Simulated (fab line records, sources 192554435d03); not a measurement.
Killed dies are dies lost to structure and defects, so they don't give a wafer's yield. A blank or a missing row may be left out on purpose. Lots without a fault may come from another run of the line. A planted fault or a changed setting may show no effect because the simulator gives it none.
Which tool did it? | flow n5_finfet | 24 lots, 72 wafers sampled, at 5 steps of a route of 1938

WHAT THE GAUGES READ, wafer by wafer
N5_BEOL_M9_RS_MEAS_57: measures by four-point-probe.
lot  | measured     | on            | M9_RS (ohm/sq)
L075 | day 9 15:38  | film_metro-01 | 0.151 0.155 0.155
L077 | day 10 07:35 | film_metro-02 | 0.155 0.154 0.154
L074 | day 10 07:58 | film_metro-02 | 0.152 0.154 0.145
L076 | day 10 10:27 | film_metro-01 | 0.156 0.148 0.144
L079 | day 10 21:16 | film_metro-01 | 0.153 0.154 0.154
L078 | day 10 21:33 | film_metro-01 | 0.150 0.150 0.152
L080 | day 11 04:10 | film_metro-01 | 0.148 0.154 0.147
L081 | day 11 10:23 | film_metro-02 | 0.152 0.153 0.153
L082 | day 11 11:36 | film_metro-01 | 0.153 0.149 0.150
L083 | day 11 16:19 | film_metro-01 | 0.148 0.150 0.149
L084 | day 12 06:56 | film_metro-01 | 0.152 0.153 0.151
L085 | day 12 15:35 | film_metro-01 | 0.148 0.145 0.147
L086 | day 12 23:36 | film_metro-01 | 0.145 0.147 0.146
L087 | day 13 15:53 | film_metro-01 | 0.155 0.149 0.155
L089 | day 13 21:41 | film_metro-01 | 0.150 0.153 0.151
L088 | day 13 22:33 | film_metro-01 | 0.147 0.149 0.149
L090 | day 14 05:08 | film_metro-01 | 0.153 0.145 0.154
L091 | day 14 09:07 | film_metro-02 | 0.146 0.153 0.152
L093 | day 14 17:44 | film_metro-02 | 0.144 0.146 0.145
L094 | day 14 21:47 | film_metro-01 | 0.153 0.145 0.153
L092 | day 14 22:23 | film_metro-02 | 0.147 0.145 0.150
L095 | day 15 05:46 | film_metro-02 | 0.143 0.150 0.149
L096 | day 15 14:30 | film_metro-01 | 0.146 0.148 0.146
L097 | day 15 17:45 | film_metro-01 | 0.152 0.151 0.143

N5_BEOL_M10_INSPECT_13: inspects for defects (brightfield).
lot  | measured     | on                | raw_defect_count
L075 | day 9 17:52  | defect_inspect-02 | 484 374 500
L077 | day 10 10:07 | defect_inspect-01 | 322 286 592
L074 | day 10 10:35 | defect_inspect-01 | 311 272 274
L076 | day 10 12:29 | defect_inspect-02 | 481 437 399
L079 | day 10 23:05 | defect_inspect-01 | 349 272 370
L078 | day 10 23:36 | defect_inspect-01 | 348 358 393
L080 | day 11 06:26 | defect_inspect-01 | 504 637 459
L081 | day 11 11:54 | defect_inspect-01 | 474 462 484
L082 | day 11 12:52 | defect_inspect-02 | 388 486 435
L083 | day 11 19:10 | defect_inspect-02 | 401 424 454
L084 | day 12 09:37 | defect_inspect-01 | 340 236 377
L085 | day 12 17:40 | defect_inspect-01 | 230 248 362
L086 | day 13 01:08 | defect_inspect-01 | 372 284 225
L087 | day 13 19:56 | defect_inspect-01 | 227 321 316
L089 | day 13 23:59 | defect_inspect-01 | 321 296 282
L088 | day 14 00:10 | defect_inspect-02 | 555 483 372
L090 | day 14 07:55 | defect_inspect-02 | 532 401 618
L091 | day 14 11:43 | defect_inspect-02 | 459 554 477
L093 | day 14 20:01 | defect_inspect-02 | 409 327 315
L094 | day 15 00:19 | defect_inspect-02 | 418 488 331
L092 | day 15 01:01 | defect_inspect-02 | 493 409 373
L095 | day 15 07:07 | defect_inspect-02 | 562 638 567
L096 | day 15 16:33 | defect_inspect-02 | 389 366 378
L097 | day 15 19:23 | defect_inspect-01 | 262 393 356

N5_BEOL_M11_CD_MEAS_11: target cd 64.1 nm.
lot  | measured     | on        | cd_nm (nm)
L075 | day 10 00:44 | cd_sem-03 | 64.7 63.7 64.3
L077 | day 10 16:53 | cd_sem-01 | 64.3 64.8 64.9
L074 | day 10 16:40 | cd_sem-03 | 63.0 64.1 63.6
L076 | day 10 19:38 | cd_sem-02 | 63.6 64.1 63.7
L079 | day 11 05:08 | cd_sem-01 | 63.3 64.0 63.9
L078 | day 11 06:36 | cd_sem-01 | 64.9 64.5 64.9
L080 | day 11 15:37 | cd_sem-01 | 64.6 64.0 64.2
L081 | day 11 19:31 | cd_sem-01 | 63.9 63.9 64.1
L082 | day 11 20:44 | cd_sem-03 | 63.5 63.7 63.9
L083 | day 12 04:24 | cd_sem-02 | 63.6 64.3 63.5
L084 | day 12 21:11 | cd_sem-02 | 63.5 63.4 63.9
L085 | day 13 00:59 | cd_sem-02 | 64.0 64.8 64.6
L086 | day 13 10:02 | cd_sem-01 | 64.1 64.3 64.5
L087 | day 14 03:40 | cd_sem-02 | 64.2 63.6 64.4
L089 | day 14 08:07 | cd_sem-03 | 63.8 63.9 63.9
L088 | day 14 08:22 | cd_sem-03 | 64.5 64.6 64.1
L090 | day 14 14:10 | cd_sem-02 | 65.1 64.7 64.6
L091 | day 14 17:55 | cd_sem-02 | 63.7 63.3 63.7
L093 | day 15 06:59 | cd_sem-03 | 63.7 64.1 63.9
L094 | day 15 09:33 | cd_sem-01 | 62.7 63.4 63.1
L092 | day 15 10:27 | cd_sem-01 | 63.4 63.8 63.8
L095 | day 15 13:30 | cd_sem-01 | 63.5 64.1 64.7
L096 | day 15 22:23 | cd_sem-02 | 63.5 64.1 64.0
L097 | day 16 07:31 | cd_sem-02 | 64.9 63.9 64.6

N5_BEOL_M11_OVL_MEAS_12.
lot  | measured     | on         | M11_OVL (nm)
L075 | day 10 00:46 | overlay-01 | -0.3 0.5 -0.3
L077 | day 10 16:55 | overlay-01 | -0.6 0.7 0.1
L074 | day 10 16:42 | overlay-02 | -0.2 -0.7 0.2
L076 | day 10 19:40 | overlay-01 | -1.1 -1.1 0.0
L079 | day 11 05:10 | overlay-01 | -0.5 1.1 0.7
L078 | day 11 06:38 | overlay-02 | 0.3 0.2 0.7
L080 | day 11 15:38 | overlay-01 | 0.1 0.6 0.5
L081 | day 11 19:32 | overlay-02 | -0.4 -0.4 -0.6
L082 | day 11 20:46 | overlay-02 | 0.1 0.5 1.2
L083 | day 12 04:26 | overlay-02 | -1.0 0.2 -0.2
L084 | day 12 21:13 | overlay-02 | -0.2 0.7 -0.5
L085 | day 13 01:01 | overlay-02 | -0.8 -0.5 -1.0
L086 | day 13 10:04 | overlay-01 | -0.8 -1.0 0.2
L087 | day 14 03:41 | overlay-01 | 0.4 -0.1 0.1
L089 | day 14 08:09 | overlay-01 | -0.6 -0.7 -0.4
L088 | day 14 08:23 | overlay-02 | -2.6 -0.4 -2.8
L090 | day 14 14:12 | overlay-02 | 1.3 1.0 -0.1
L091 | day 14 17:56 | overlay-02 | -0.6 -1.9 -0.4
L093 | day 15 07:01 | overlay-02 | -0.1 0.8 0.5
L094 | day 15 09:35 | overlay-02 | -1.6 0.2 -1.2
L092 | day 15 10:29 | overlay-01 | 0.5 1.0 0.4
L095 | day 15 13:32 | overlay-01 | -2.1 -0.7 -0.9
L096 | day 15 22:25 | overlay-01 | 0.0 -0.6 0.6
L097 | day 16 07:33 | overlay-01 | -1.0 -1.4 -1.0

WHICH TOOL RAN EACH LOT (tool, then ch and the chambers of the sampled wafers, then the start)
lot  | N5_BEOL_M10_ETCH_62
L075 | rie_diel-05 ch 0,1, day 9 18:14
L077 | rie_diel-02 ch 0,1,2, day 10 10:22
L074 | rie_diel-05 ch 0,3, day 10 10:42
L076 | rie_diel-02 ch 0,2,3, day 10 12:37
L079 | rie_diel-02 ch 2,3, day 10 23:13
L078 | rie_diel-05 ch 0,3, day 10 23:55
L080 | rie_diel-02 ch 1,2,3, day 11 06:33
L081 | rie_diel-02 ch 1,2,3, day 11 12:16
L082 | rie_diel-05 ch 0,1,3, day 11 13:16
L083 | rie_diel-06 ch 0,1,3, day 11 19:17
L084 | rie_diel-05 ch 1,2,3, day 12 09:44
L085 | rie_diel-06 ch 0,1,3, day 12 17:56
L086 | rie_diel-06 ch 0,3, day 13 01:29
L087 | rie_diel-05 ch 0,1,3, day 13 20:03
L089 | rie_diel-02 ch 0,3, day 14 00:07
L088 | rie_diel-02 ch 1,2, day 14 00:22
L090 | rie_diel-02 ch 1,2, day 14 08:02
L091 | rie_diel-05 ch 1,2, day 14 11:50
L093 | rie_diel-06 ch 0,1,2, day 14 20:14
L094 | rie_diel-02 ch 0,3, day 15 00:26
L092 | rie_diel-02 ch 0,1,2, day 15 01:20
L095 | rie_diel-05 ch 0,1,2, day 15 07:17
L096 | rie_diel-05 ch 2,3, day 15 16:40
L097 | rie_diel-06 ch 0,3, day 15 19:31
- N5_BEOL_M10_ETCH_62: etches SOC in N2/H2, target depth 110 nm, overetch 22 nm, time 165 s.

WHAT THE TOOLS THEMSELVES READ (means of the sampled wafers that have a number; where no wafer has one, the mark that the record gives instead)
N5_BEOL_M10_ETCH_62.
lot  | tool        | drypump_motor_current_A (A) | oes_product_au (a.u.) | rf_vpp_V (V) | showerhead_plenum_p_Torr (Torr) | throttle_valve_pct (%)
L075 | rie_diel-05 | 5.0                         | 0.73                  | 522.2        | 2.47                            | 17.31
L077 | rie_diel-02 | 5.7                         | 0.67                  | 525.2        | 2.58                            | 17.55
L074 | rie_diel-05 | 5.4                         | 0.77                  | 522.5        | 2.49                            | 17.52
L076 | rie_diel-02 | 5.6                         | 0.69                  | 524.1        | 2.56                            | 17.45
L079 | rie_diel-02 | 5.7                         | 0.68                  | 525.2        | 2.59                            | 17.56
L078 | rie_diel-05 | 5.3                         | 0.71                  | 521.3        | 2.47                            | 17.61
L080 | rie_diel-02 | 5.7                         | 0.66                  | 525.2        | 2.61                            | 17.68
L081 | rie_diel-02 | 5.7                         | 0.66                  | 525.2        | 2.61                            | 17.68
L082 | rie_diel-05 | 5.2                         | 0.73                  | 522.4        | 2.48                            | 17.43
L083 | rie_diel-06 | 5.6                         | 0.69                  | 525.0        | 2.59                            | 17.60
L084 | rie_diel-05 | 5.3                         | 0.71                  | 522.5        | 2.50                            | 17.47
L085 | rie_diel-06 | 5.6                         | 0.68                  | 525.1        | 2.59                            | 17.62
L086 | rie_diel-06 | 6.1                         | 0.63                  | 526.1        | 2.62                            | 17.83
L087 | rie_diel-05 | 5.2                         | 0.70                  | 521.8        | 2.47                            | 17.47
L089 | rie_diel-02 | 5.8                         | 0.64                  | 522.4        | 2.51                            | 17.65
L088 | rie_diel-02 | 5.6                         | 0.72                  | 526.8        | 2.65                            | 17.44
L090 | rie_diel-02 | 5.8                         | 0.75                  | 526.9        | 2.62                            | 17.57
L091 | rie_diel-05 | 5.4                         | 0.66                  | 523.6        | 2.51                            | 17.58
L093 | rie_diel-06 | 5.5                         | 0.74                  | 525.7        | 2.62                            | 17.65
L094 | rie_diel-02 | 5.8                         | 0.64                  | 522.3        | 2.51                            | 17.67
L092 | rie_diel-02 | 5.7                         | 0.70                  | 524.9        | 2.57                            | 17.49
L095 | rie_diel-05 | 5.3                         | 0.65                  | 522.6        | 2.47                            | 17.58
L096 | rie_diel-05 | 5.6                         | 0.67                  | 522.5        | 2.52                            | 17.70
L097 | rie_diel-06 | 6.1                         | 0.76                  | 525.1        | 2.61                            | 17.55

THE ANSWER, worked out from the rows above alone
Rule: what is usual is taken from the lots themselves. Put in order of their means at a reading, lots are off if they are a third of the lots or fewer, leave a main group of 4 or more, and stand apart from it by a gap of 3 or more times the standard deviation of the main group's means; of several such gaps the widest counts. A main group whose means are all the same, to the digits that the tables above print for the reading, isn't used. A lot without any number at a reading at which 4 lots or more have one is off too. The other lots that the step has rows for count as sound. The gauges are gone through in route order, then the tools' own readings, and for those a lot's mean is taken as printed above. The first step at which some lot is off is used, and at that step the reading that is off furthest; a lot without a number counts as furthest.
No lot is off at any reading shown: from this, nothing can be told.

WHAT THE SIMULATOR HAD PUT IN
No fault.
